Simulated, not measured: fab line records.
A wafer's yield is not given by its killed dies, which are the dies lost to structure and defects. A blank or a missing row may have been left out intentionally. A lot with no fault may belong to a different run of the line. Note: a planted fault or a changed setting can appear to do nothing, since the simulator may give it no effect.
Which tool did it?    flow nand harc    42 wafers from 14 lots sampled at 2 of the route's 1159 steps

WHAT THE GAUGES READ, wafer by wafer
NHARC_HYBRID_BOND_OVL_MEAS_05. Usual: overlay x nm 2 nm, standard deviation 33; overlay y nm -3 nm, standard deviation 34.
lot   measured      on          overlay x nm (nm)  overlay y nm (nm)  flag
L199  day 19 01:16  overlay-01  2 -69 31           35 18 -67          
L197  day 19 01:16  overlay-01  47 8 41            -6 -56 -20         
L201  day 19 10:49  overlay-01  -3 11 -59          17 -4 -9           
L198  day 19 10:49  overlay-02  -33 45 36          12 -8 62           
L204  day 20 07:22  overlay-01  71 33 -7           16 -54 -7          
L206  day 20 18:38  overlay-01  -63 12 -23         -4 -29 95          
L207  day 20 18:38  overlay-02  1 -20 13           73 11 15           
L214  day 23 00:48  overlay-01  -45 -28 23         1 10 18            
L215  day 23 00:49  overlay-02  6 -1 32            -26 -36 14         
L216  day 23 00:49  overlay-01  -1 17 47           -16 -25 8          
L217  day 23 00:49  overlay-02  44 -1 -28          -7 -79 1           
L218  day 23 09:37  overlay-01  13 1 49            -11 8 -61          
L219  day 23 19:33  overlay-02  10 45 21           36 -1 -34          
L220  day 24 01:51  overlay-02  63 29 -23          37 -40 -11         

NHARC_THIN_TSV_THK_MEAS_02: measures by ir. Usual: thk nm 3015 nm, standard deviation 230.
lot   measured      on             thk nm (nm)     flag
L199  day 19 04:08  film metro-01  2930 2918 2874  
L197  day 19 05:20  film metro-01  2709 3252 3239  
L201  day 19 12:29  film metro-01  3173 3440 3066  
L198  day 19 13:41  film metro-01  3370 3241 3268  
L204  day 20 09:04  film metro-02  3033 2791 2845  
L206  day 20 20:19  film metro-02  3098 3129 2926  
L207  day 20 21:33  film metro-01  3330 3108 2908  
L214  day 23 03:41  film metro-01  2866 3131 3050  
L215  day 23 04:53  film metro-01  3230 2943 3189  
L216  day 23 06:07  film metro-02  3024 2994 3132  
L217  day 23 07:18  film metro-01  2719 2931 3313  
L218  day 23 11:20  film metro-01  2942 3051 3054  
L219  day 23 23:12  film metro-02  2743 2930 2946  
L220  day 24 03:32  film metro-01  3240 3153 3082  

WHAT TOOL EACH LOT RAN ON (gives the tool, then ch and the chambers of the sampled wafers, and finally the start)
Record: no process step prior to these readings.

WHAT THE TOOLS THEMSELVES READ (means of the sampled wafers that have a number; where no wafer has one, the mark that the record gives instead)
The record holds no such reading with a usual standard deviation.

THE ANSWER, worked out from the rows above alone
Rule: lot off if the mean of its wafers having a number is beyond 3 standard deviations from the usual mean. Also off: a lot with no number at a reading for which 4 or more lots have one. Any other lot the step has rows for is counted as sound. The gauges are gone through in route order, then the tools' own readings, and for those a lot's mean is taken as printed above. The first step at which some lot is off is used, and at that step the reading that is off furthest; a lot without a number counts as furthest.
No lot is off on any of the readings shown, so nothing can be concluded from this.

WHAT THE SIMULATOR PUT IN
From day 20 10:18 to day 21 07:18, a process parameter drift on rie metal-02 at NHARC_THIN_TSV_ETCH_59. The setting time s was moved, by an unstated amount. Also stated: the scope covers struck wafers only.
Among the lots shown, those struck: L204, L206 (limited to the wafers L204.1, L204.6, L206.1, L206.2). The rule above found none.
